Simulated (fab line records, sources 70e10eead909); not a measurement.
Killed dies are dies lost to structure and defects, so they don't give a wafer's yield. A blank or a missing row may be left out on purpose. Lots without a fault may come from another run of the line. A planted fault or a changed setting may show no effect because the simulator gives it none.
A struck lot beside a sound one | flow nand_harc | 27 steps out of a route of 1302
Sound: wafers L542.1, L542.2, L542.6. Struck: wafers L552.1, L552.4, L552.6. The cause comes at the end.
At each step with rows: each side's tool, then ch and its chambers, then its first start. Under that, the readings that differ: sound wafers | struck wafers | difference of the means | sigmas: that difference in standard deviations of wafers without a fault.
alike: readings whose means differ by less than 2 such deviations, and words and numbers that are the same on both sides. not compared: withheld readings, readings that some wafer has no value for, bounds like >300 that may hide the same value, and numbers for which the record gives no deviation and whose values overlap.
The two part at a step that has a row with sigmas, a row that says differs or no value, or rows on one side only. Numbers that don't overlap but have no deviation are shown without sigmas and don't part them. A reading that every wafer of one side lacks parts them only if that side has two wafers or more.

NHARC_P_ZERO_WELL_INSPECT_43:
  sound on defect_inspect-02, day 2 23:41; struck on defect_inspect-02, day 7 03:41
  alike: raw_defect_count
then, 11 steps without rows for these wafers: NHARC_P_STI_ETCH_26 (etches SiO2 in dHF, target depth 11 nm); NHARC_P_STI_PRECLEAN_27 (cleans in SC1); NHARC_P_STI_SRD_28; NHARC_P_STI_OXIDE_29 (material SiO2, target thk 10 nm, ox time 1362 s); NHARC_P_STI_HM_DEP_30 (deposits Si3N4, target thk 80 nm, time 873 s); NHARC_P_STI_DEHYDRATE_01 (time 120 s); NHARC_P_STI_HMDS_02 (time 30 s); NHARC_P_STI_COAT_41 (time 65 s); NHARC_P_STI_COAT_03 (resist thk 600 nm); NHARC_P_STI_SOFTBAKE_04 (time 70 s); NHARC_P_STI_EBR_05.
NHARC_P_STI_EXPOSE_06: exposes mask P STI, target cd 200 nm.
  sound on krf_scanner-02 ch 0, day 3 16:50; struck on krf_scanner-03 ch 0, day 7 19:49
  reading | sound                   | struck                           | difference | sigmas
  mask    | P_STI#0 P_STI#0 P_STI#0 | P_STI_R1#0 P_STI_R1#0 P_STI_R1#0 | differs    |
  alike: stage_vel_mm_s
then, 2 steps without rows for these wafers: NHARC_P_STI_PEB_07 (peb time 80 s); NHARC_P_STI_DEVELOP_08 (time 50 s).
NHARC_P_STI_CD_MEAS_09: target cd 200 nm.
  sound on cd_sem-03 ch 0, day 3 16:59; struck on cd_sem-02 ch 0, day 7 19:59
  reading    | sound             | struck            | difference | sigmas
  cd_nm (nm) | 199.6 204.5 203.3 | 183.6 185.2 186.0 | -17.5      | -9
NHARC_P_STI_OVL_MEAS_10:
  sound on overlay-01, day 3 17:05; struck on overlay-01, day 7 20:04
  alike: overlay_x_nm, overlay_y_nm
NHARC_P_STI_INSPECT_11:
  sound on defect_inspect-02, day 3 17:07; struck on defect_inspect-02, day 7 20:06
  alike: raw_defect_count
then, 1 step without rows for these wafers: NHARC_P_STI_HARDBAKE_13 (time 65 s).
NHARC_P_STI_DESCUM_14: chemistry O2, time 3 s.
  sound on rie_diel-09 ch 1,2, day 3 17:15; struck on rie_diel-09 ch 0,3, day 7 20:15
  reading                | sound             | struck            | difference | sigmas
  model.P_STI.cd_nm (nm) | 199.4 204.4 202.9 | 183.5 185.4 185.7 | -17.4      |
  alike: drypump_motor_current_A, oes_product_au, rf_vpp_V, showerhead_plenum_p_Torr, throttle_valve_pct
  not compared: rf_hours_counter_h
NHARC_P_STI_ETCH_42: etches the open film in N2/H2, target depth 80 nm, overetch 24 nm, time 61 s.
  sound on rie_diel-09 ch 0,2,3, day 3 17:20; struck on rie_diel-09 ch 0,2,3, day 7 20:21
  alike: drypump_motor_current_A, oes_product_au, rf_vpp_V, showerhead_plenum_p_Torr, throttle_valve_pct
  not compared: rf_hours_counter_h
NHARC_P_STI_ETCH_31: etches the open film in CF4/CHF3, target depth 108.9 nm, time 54.5 s.
  sound on rie_diel-09 ch 0,2,3; struck on rie_diel-09 ch 0,3
  alike: chf3_flow_sccm, drypump_motor_current_A, oes_product_au, rf_vpp_V, showerhead_plenum_p_Torr, throttle_valve_pct
  not compared: rf_hours_counter_h
NHARC_P_STI_ETCH_15: etches the open film in HBr/Cl2, target depth 300 nm, time 100.1 s.
  sound on rie_si-01 ch 0,1,3, day 3 17:32; struck on rie_si-01 ch 1,3, day 7 20:34
  reading                | sound           | struck          | difference | sigmas
  model.P_STI.cd_nm (nm) | 199.4 201.8 204 | 183.3 184.5 186 | -17.1      |
  alike: drypump_motor_current_A, oes_product_au, throttle_valve_pct
  not compared: rf_hours_counter_h
NHARC_P_STI_CD_MEAS_16:
  sound on cd_sem-01, day 3 17:41; struck on cd_sem-03, day 7 20:43
  reading    | sound             | struck            | difference | sigmas
  cd_nm (nm) | 199.4 201.9 204.0 | 183.2 184.6 185.9 | -17.2      | -9
NHARC_P_STI_OCD_MEAS_17:
  sound on ocd-02, day 3 17:47; struck on ocd-02, day 7 20:48
  reading                | sound             | struck            | difference | sigmas
  trench_foot_cd_nm (nm) | 157.4 161.9 160.5 | 141.1 142.9 144.3 | -17.2      | -9
  alike: trench_depth_nm
then, 1 step without rows for these wafers: NHARC_P_STI_STRIP_19 (strips in SPM, time 900 s).
-- the record jumps here: 22 days lie between the struck wafers' starts before and after (it left off in module P_STI and takes up again in module END, whose first step shown is number 1302 of the route) --
NHARC_END_SORT_01:
  the record has rows for the struck wafers here (prober-02 ch 0, day 29 13:34) and none for the sound ones

WHERE THEY PART
First at NHARC_P_STI_EXPOSE_06; last, within this record, at NHARC_END_SORT_01.

WHY: what the simulator had put in
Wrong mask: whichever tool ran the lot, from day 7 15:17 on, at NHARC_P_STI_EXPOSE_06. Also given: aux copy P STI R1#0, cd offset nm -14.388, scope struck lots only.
